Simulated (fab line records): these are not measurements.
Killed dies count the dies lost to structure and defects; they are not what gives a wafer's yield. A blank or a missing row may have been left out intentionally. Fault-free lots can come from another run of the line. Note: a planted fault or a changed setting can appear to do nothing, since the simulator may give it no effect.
Lot-split experiment    flow n5Finfet    21 wafers read across 7 lots, on a route 1938 steps long

## THE SPLIT
At N5_BEOL_M12_CMP_49 (polishes, stops on SiOC, t overpolish 20.6 s, target thk 320 nm), the setting downForcePsi was moved away from the recipe's 1 psi on 8 of the 21 wafers read, by -21.7% to +10.7%. The other wafers ran this setting at the recipe's value.

The reading is taken at the split's own step.

## THE READING
barrierFieldEndpointS, in s, at N5_BEOL_M12_CMP_49 (polishes, stops on SiOC, t overpolish 20.6 s, target thk 320 nm). A value of 30.1 s with a standard deviation of 0.77 s is what fault-free wafers of this fab line usually give.

wafer   tool, chamber at the split  downForcePsi as run, psi  against the recipe  barrierFieldEndpointS, s  against lot-mates on the recipe
L076.2  cmp-03, 1                   0.7826                    -21.7%              38.4                      +8.0
L076.4  cmp-03, 3                   0.7826                    -21.7%              40.7                      +10.3
L076.1  cmp-03, 0                   1                         recipe              30.4                      -
L079.1  cmp-02, 0                   1                         recipe              29.5                      -
L079.3  cmp-02, 3                   1                         recipe              29.8                      -
L079.6  cmp-02, 1                   1.107                     +10.7%              27.4                      -2.2
L083.3  cmp-03, 1                   0.9051                    -9.5%               32.6                      +2.3
L083.6  cmp-03, 3                   0.9051                    -9.5%               33.6                      +3.3
L083.5  cmp-03, 0                   1                         recipe              30.3                      -
L088.2  cmp-01, 2                   1                         recipe              31.3                      -
L088.4  cmp-01, 3                   1                         recipe              30.5                      -
L088.3  cmp-01, 1                   1                         recipe              30.1                      -
L091.4  cmp-03, 0                   1                         recipe              30.4                      -
L091.1  cmp-03, 3                   1                         recipe              31.1                      -
L091.5  cmp-03, 0                   0.8688                    -13.1%              34.6                      +3.9
L096.3  cmp-01, 1                   0.8219                    -17.8%              38.8                      +6.8
L096.5  cmp-01, 2                   1                         recipe              32.0                      -
L096.6  cmp-01, 3                   0.8219                    -17.8%              37.7                      +5.7
L097.2  cmp-02, 2                   1                         recipe              29.8                      -
L097.4  cmp-02, 3                   1                         recipe              28.5                      -
L097.5  cmp-02, 1                   1                         recipe              29.1                      -

FIT RESULTS
A straight line over all 21 wafers: barrierFieldEndpointS changes by -0.404 s for each +1% of downForcePsi; r = -0.96; the points scatter about the line by 1 s.
The same after taking each lot's own level away (the mean of its wafers on the recipe; 21 wafers): -0.362 s for each +1%; r = -0.97; scatter 0.83 s.
The reading moves by 7.9 s for the largest change in downForcePsi, on that fit.
Across the lots, their own levels run from 29.13 to 32.00 s, a range of 3.7 times the standard deviation given above.
Thus the slope moves with the lot-to-lot level: the two fits are different.
Check: with one of the wafers moved furthest among these (-21.7%) left out of the fit, the line predicts +7.93 s for it against its lot-mates. It came out at +8 s against them.
Tool readings at the split's step, against how far the setting was moved: barrierFieldEndpointS r = -0.96.

## THE FILE'S OWN FIT
barrierFieldEndpointS changes by -0.352 s for each +1% of downForcePsi, r = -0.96.
